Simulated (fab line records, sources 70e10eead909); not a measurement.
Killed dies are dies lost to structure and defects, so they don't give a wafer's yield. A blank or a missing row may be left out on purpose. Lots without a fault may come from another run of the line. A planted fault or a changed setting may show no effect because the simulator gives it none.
fab line records | flow nand_harc
record lots=12 wafers=34 last_day=24
route steps=1159 shown P_STI@88 P_GATE@144
lots that met no fault: from a run of the same line without faults
start_h: hours from the record's first day to the start of the lot's first wafer shown | wait_h: hours since the lot's step before | " the same as in the row above | L1.1+2: a row that stands for several wafers | - no value, or no start given | * or withheld: withheld | < > ~ a bound
route shown NAME@n: a module of which the file shows steps, and the number in the route of the first | usual: mean/standard deviation of fault-free wafers | same: alike in all rows | chamber/n: place in a boat | sites: the reading at each site | _std_site: their standard deviation | _edge_site: outer sites' mean less inner sites' | radius_mm: how far each site lies from the wafer's centre | mask NAME#n: copy n | behind: the tool/chamber that last shaped the wafer | hold: why the lot was held/for how many hours/how that ended | device: the transistor (n, p or np) that didn't switch | end of line: the same wafers' tests at the end of the route | a step without rows: its recipe alone | killed: dies lost to structure and defects at the first sort, not the wafer's yield | map: a wafer's dies, x killed, . not, _ none there
set.NAME: the setting as run; set.NAME@STEP: as run at that earlier step | model.NAME: the simulator's own value behind a step, which no gauge read
steps of the route over a sample of lots; a table a step, a row a wafer
services: from which hour (start_h, from the record's first day; less than 0 if before it) a tool's chamber was out of use, for how many hours, and why
## steps
# step NHARC_P_STI_ETCH_42
# recipe target_depth_a=800 overetch_a=240 time_s=61 ion_energy_ev=200 n2_flow_sccm=150 h2_flow_sccm=150 ar_flow_sccm=0 rf_w=400 bias_w=150 chemistry=N2/H2
# usual drypump_motor_current_A=5.6/0.51 oes_product_au=1.005/0.013 rf_vpp_V=431.9/1.9 showerhead_plenum_p_Torr=2.09/0.062 throttle_valve_pct=14.172/0.0096
# columns lot.wafer tool chamber start_h wait_h drypump_motor_current_A oes_product_au rf_hours_counter_h rf_vpp_V showerhead_plenum_p_Torr throttle_valve_pct
L490.3 rie_diel-13 2 37.83 0.1 5.5 1.024 2.9 431.1 2.10 14.174
L490.4 " 3 " " 5.9 0.988 2.5 432.1 2.14 14.165
L490.1 " 0 " " 4.7 0.997 2.2 434.4 2.18 14.161
L489.1 rie_diel-09 3 37.87 0.1 5.1 0.996 4.2 430.8 2.02 14.163
L489.5 " 2 " " 6.2 1.017 - 433.1 2.08 14.157
L489.6 " 3 " " 5.2 0.995 - 430.8 2.02 14.170
L491.4 rie_diel-09 3 50.35 0.1 5.2 1.005 5.1 430.3 2.02 14.188
L491.2 " 1 " " 6.1 0.995 5.0 430.9 2.07 14.175
L491.5 " 0 " " 6.2 1.005 - 427.7 1.96 14.170
L492.1 rie_diel-12 3 50.41 0.1 4.9 0.994 1.2 433.6 2.11 14.168
L492.6 " 3 " " 4.9 0.992 - 432.9 2.11 14.184
L492.5 " 0 " " 5.0 0.993 - 429.2 1.99 14.176
L493.3 rie_diel-13 3 59.40 0.1 5.8 0.994 3.0 432.5 2.14 14.168
L493.4 " 0 " " 4.7 1.017 2.8 434.8 2.17 14.175
L493.6 " 3 " " 5.8 0.999 - 433.4 2.14 14.159
L497.1 rie_diel-13 3 85.11 0.1 5.9 1.008 3.5 432.6 2.14 14.160
L497.3 " 1 " " 5.5 1.026 3.6 433.1 2.14 14.166
L497.5 " 0 " " 4.7 1.019 - 434.8 2.17 14.175
L501.1 rie_diel-09 1 104.06 0.1 6.1 0.987 0.6 429.1 2.07 14.154
L501.6 " 0 " " 6.2 0.996 - 428.5 1.96 14.172
L502.3 rie_diel-13 1 113.41 0.1 5.4 1.011 0.1 431.8 2.14 14.181
L502.6 " 2 " " 5.5 1.000 - 432.0 2.10 14.185
L508.2 rie_diel-13 3 149.79 0.1 5.9 1.015 0.8 432.2 2.14 14.162
L508.1 " 2 " " 5.6 1.013 0.9 431.4 2.10 14.187
L508.6 " 0 " " 4.7 0.999 - 433.9 2.17 14.170
L510.3 rie_diel-13 0 157.95 0.1 4.7 0.983 1.4 435.4 2.17 14.165
L510.2 " 1 " " 5.5 1.014 1.3 433.3 2.14 14.162
L510.6 " 0 " " 4.7 0.997 - 432.2 2.17 14.176
L512.4 rie_diel-09 1 169.65 0.1 6.1 0.996 3.2 431.6 2.07 14.170
L512.3 " 0 " " 6.2 0.997 3.2 428.6 1.96 14.165
L512.5 " 2 " " 6.2 1.021 - 433.7 2.08 14.157
L511.2 rie_diel-13 2 169.68 0.1 5.6 1.002 1.5 431.3 2.10 14.192
L511.5 " 2 " " 5.6 0.997 - 433.2 2.10 14.164
L511.6 " 3 " " 5.9 1.017 - 433.2 2.14 14.159
# step NHARC_P_STI_CD_MEAS_16
# usual cd_nm=200/3.8
# columns lot.wafer tool chamber start_h wait_h cd_nm
L490.1 cd_sem-03 - 38.18 - 202
L490.3 " - " " 204
L490.4 " - " " 204
L489.1 cd_sem-01 - 38.22 - 195
L489.5 " - " " 196
L489.6 " - " " 200
L491.2 cd_sem-03 - 50.72 - 199
L491.4 " - " " 204
L491.5 " - " " 206
L492.1 cd_sem-01 - 50.76 - 204
L492.5 " - " " 199
L492.6 " - " " 194
L493.3 cd_sem-03 - 59.77 - 199
L493.4 " - " " 197
L493.6 " - " " 202
L497.1 cd_sem-01 - 85.49 - 201
L497.3 " - " " 201
L497.5 " - " " 200
L501.1 cd_sem-01 - 104.44 - 199
L501.6 " - " " 195
L502.3 cd_sem-01 - 113.79 - 198
L502.6 " - " " 196
L508.1 cd_sem-03 - 150.15 - 198
L508.2 " - " " 198
L508.6 " - " " 195
L510.2 cd_sem-01 - 158.31 - 192
L510.3 " - " " 205
L510.6 " - " " 198
L512.3 cd_sem-01 - 170.01 - 201
L512.4 " - " " 206
L512.5 " - " " 202
L511.2 cd_sem-02 - 170.04 - 192
L511.5 " - " " 199
L511.6 " - " " 195
# step NHARC_P_GATE_DESCUM_31
# recipe time_s=3 o2_flow_sccm=200 ar_flow_sccm=0 bias_power_w=0 chemistry=O2
# usual drypump_motor_current_A=5.6/0.41 oes_product_au=1.002/0.014 rf_vpp_V=57.8/0.91 showerhead_plenum_p_Torr=1.91/0.087 throttle_valve_pct=11.311/0.0087
# columns lot.wafer tool chamber start_h wait_h drypump_motor_current_A oes_product_au rf_hours_counter_h rf_vpp_V showerhead_plenum_p_Torr throttle_valve_pct
L490.1 rie_diel-03 3 87.23 0.1 5.7 0.989 7 56.7 1.83 11.317
L490.4 " 1 " " 5.4 0.992 8 57.5 1.98 11.297
L490.3 " 2 " " 6.2 1.019 7 58.0 1.79 11.309
L489.1 rie_diel-04 2 87.66 0.1 5.4 1.013 47 56.6 1.90 11.324
L489.6 " 1 " " 5.9 1.002 - 57.7 1.96 11.315
L489.5 " 2 " " 5.4 1.016 - 58.0 1.90 11.317
L492.1 rie_diel-03 3 101.87 0.1 5.8 0.994 10 56.1 1.83 11.308
L492.6 " 0 " " 5.1 0.992 - 57.7 1.88 11.318
L492.5 " 1 " " 5.4 0.998 - 58.2 1.97 11.317
L491.2 rie_diel-03 2 102.64 0.1 6.2 1.031 10 57.0 1.79 11.300
L491.4 " 2 " " 6.2 1.025 - 57.9 1.79 11.310
L491.5 " 0 " " 5.1 0.994 - 57.8 1.88 11.312
L493.3 rie_diel-01 0 110.85 0.1 5.8 0.987 47 58.2 1.98 11.308
L493.4 " 1 " " 5.3 0.992 48 57.0 1.77 11.315
L493.6 " 0 " " 5.8 0.986 - 57.4 1.98 11.302
L497.3 rie_diel-04 3 140.62 0.1 5.6 0.989 10 59.7 1.95 11.301
L497.1 " 1 " " 5.9 1.000 6 57.8 1.96 11.304
L497.5 " 0 " " 5.0 1.012 - 59.0 2.03 11.297
L501.1 rie_diel-01 0 168.62 0.1 5.8 0.995 7 57.2 1.98 11.306
L501.6 " 1 " " 5.3 1.015 - 58.7 2.07 11.316
L502.3 rie_diel-03 2 169.20 0.1 6.2 1.033 24 57.1 1.79 11.309
L502.6 " 2 " " 6.2 1.026 - 58.1 1.79 11.304
L508.2 rie_diel-04 0 198.66 0.1 5.0 1.011 34 57.8 2.02 11.294
L508.1 " 3 " " 5.6 0.992 35 58.0 1.94 11.304
L508.6 " 0 " " 5.0 1.021 - 57.3 2.02 11.313
L510.3 rie_diel-01 2 212.27 0.1 6.2 0.997 23 57.0 1.96 11.302
L510.2 " 0 " " 5.8 0.979 22 58.1 1.97 11.311
L510.6 " 2 " " 6.2 0.994 - 58.8 1.96 11.306
L512.3 rie_diel-01 0 226.03 0.1 5.8 1.007 25 59.6 1.97 11.314
L512.4 " 1 " " 5.3 1.014 25 58.6 2.07 11.306
L512.5 " 3 " " 5.0 0.993 - 57.7 1.81 11.305
L511.2 rie_diel-01 0 226.69 0.1 5.8 0.986 25 58.7 1.97 11.321
L511.5 " 0 " " 5.8 1.004 - 57.7 1.97 11.315
L511.6 " 1 " " 5.3 1.007 - 58.5 2.07 11.307
# step NHARC_P_GATE_ETCH_114
# recipe target_depth_a=300 overetch_a=30 time_s=16.5 ion_energy_ev=100 cf4_flow_sccm=80 o2_flow_sccm=20 ar_flow_sccm=0 rf_w=300 bias_w=100 chemistry=CF4/O2
# usual drypump_motor_current_A=5.6/0.41 oes_product_au=1.002/0.016 rf_vpp_V=197.5/1.4 showerhead_plenum_p_Torr=1.32/0.059 throttle_valve_pct=13.397/0.0083
# columns lot.wafer tool chamber start_h wait_h drypump_motor_current_A oes_product_au rf_hours_counter_h rf_vpp_V showerhead_plenum_p_Torr throttle_valve_pct
L490.4 rie_diel-03 1 87 - 5.4 0.990 8 198.1 1.38 13.408
L490.1 " 3 " " 5.7 0.988 8 197.7 1.28 13.407
L490.3 " 0 " " 5.1 0.992 7 197.5 1.31 13.381
L489.1 rie_diel-04 0 88 - 5.0 0.988 58 198.7 1.42 13.399
L489.5 " 2 " " 5.4 1.001 - 197.7 1.33 13.384
L489.6 " 3 " " 5.6 0.972 - 197.2 1.37 13.397
L492.1 rie_diel-03 3 102 - 5.7 0.997 10 197.5 1.28 13.408
L492.6 " 2 " " 6.2 1.034 - 196.4 1.25 13.393
L492.5 " 3 " " 5.7 0.996 - 195.6 1.28 13.386
L491.2 rie_diel-03 2 103 - 6.2 1.034 10 196.3 1.25 13.397
L491.4 " 1 " " 5.4 1.003 - 199.2 1.38 13.400
L491.5 " 2 " " 6.2 1.030 - 196.3 1.25 13.403
L493.3 rie_diel-01 0 111 - 5.8 0.971 47 200.1 1.38 13.383
L493.4 " 1 " " 5.3 0.983 48 195.8 1.24 13.402
L493.6 " 1 " " 5.3 0.988 - 196.4 1.24 13.406
L497.1 rie_diel-04 1 141 - 5.9 0.990 6 198.2 1.36 13.393
L497.3 " 0 " " 5.0 1.011 9 199.5 1.42 13.391
L497.5 " 1 " " 5.9 0.994 - 199.1 1.36 13.394
L501.1 rie_diel-03 1 169.11 0.1 5.4 0.918 26 198.2 1.37 13.388
L501.6 " 0 " " 5.1 0.920 - 196.9 1.31 13.401
L502.3 rie_diel-03 3 170 - 5.8 0.926 22 196.8 1.27 13.397
L502.6 " 1 " " 5.4 0.918 - 198.7 1.37 13.412
L508.1 rie_diel-04 0 199 - 5.0 1.017 35 198.3 1.41 13.399
L508.2 " 2 " " 5.4 0.995 33 195.5 1.32 13.396
L508.6 " 1 " " 5.9 0.995 - 198.4 1.36 13.391
L510.3 rie_diel-01 1 212 - 5.3 1.016 21 199.5 1.44 13.391
L510.2 " 2 " " 6.1 1.006 23 198.2 1.37 13.400
L510.6 " 0 " " 5.8 0.991 - 200.1 1.38 13.392
L512.4 rie_diel-01 3 226 - 5.0 0.981 28 195.0 1.27 13.398
L512.3 " 0 " " 5.8 0.998 25 198.6 1.38 13.401
L512.5 " 0 " " 5.8 0.997 - 198.3 1.38 13.396
L511.2 rie_diel-01 3 228 - 5.0 0.981 29 197.6 1.27 13.403
L511.6 " 0 " " 5.8 1.000 - 198.8 1.38 13.393
L511.5 " 1 " " 5.3 1.014 - 200.6 1.44 13.396
## services
# columns tool chamber start_h hours kind
rie_diel-01 0 18.80 - clean
rie_diel-12 - 25.68 9.0 pm
rie_diel-03 - 31.91 0.7 repair
rie_diel-03 - 38.32 9.0 pm
rie_diel-09 - 54.98 0.5 repair
rie_diel-09 3 62.94 14.6 repair
rie_diel-04 2 63.89 14.7 repair
rie_diel-03 0 63.97 4.9 repair
rie_diel-01 3 75.13 5.3 repair
rie_diel-01 2 75.70 5.0 repair
rie_diel-09 - 77.10 9.0 pm
rie_diel-13 3 86.38 18.2 repair
rie_diel-09 3 94.65 11.5 repair
rie_diel-13 - 99.00 9.0 pm
rie_diel-04 - 111.97 9.0 pm
rie_diel-12 3 130.02 8.7 repair
rie_diel-01 - 137.80 9.0 pm
rie_diel-01 - 168.95 1.2 repair
rie_diel-03 0 177.10 7.7 repair
rie_diel-13 1 178.72 22.5 repair
rie_diel-12 3 183.88 6.7 repair
rie_diel-12 - 202.68 9.0 pm
rie_diel-13 - 210.84 0.8 repair
rie_diel-03 - 215.33 9.0 pm
## key
first_sign step=NHARC_P_GATE_ETCH_114 reading=oes_product_au direction=down sigmas=5 usual=1.002 struck=0.921
effect none on later readings
met_at NHARC_P_GATE_ETCH_114
struck_lots L501,L502
later_rows_left_out L501.1,L501.6,L502.3,L502.6
sort_left_out L501.1,L501.6,L502.3,L502.6
tester_left_out L501,L502
not_acting_at NHARC_P_STI_ETCH_42,NHARC_P_STI_CD_MEAS_16,NHARC_P_GATE_DESCUM_31
onset_between 103 169.11
fault kind=process_parameter_drift tool=rie_diel-03 chamber=- onset_h=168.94 steps=NHARC_P_GATE_ETCH_114 channel=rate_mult offset=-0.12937 shape=step end_h=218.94
# tester_left_out: of these lots the tester's yield and bins aren't shown, on N5 and GAA mostly nor the transistor test; their killed dies are dies lost to structure and defects alone, not to doping, threshold or leakage, so they don't give the yield
# sort_left_out: the simulated sort isn't trusted on such a fault, so these wafers' sort isn't shown, and their yield isn't known
# later_rows_left_out: the simulator's readings of these wafers behind a module that went badly wrong aren't trusted and aren't shown, but for the sort
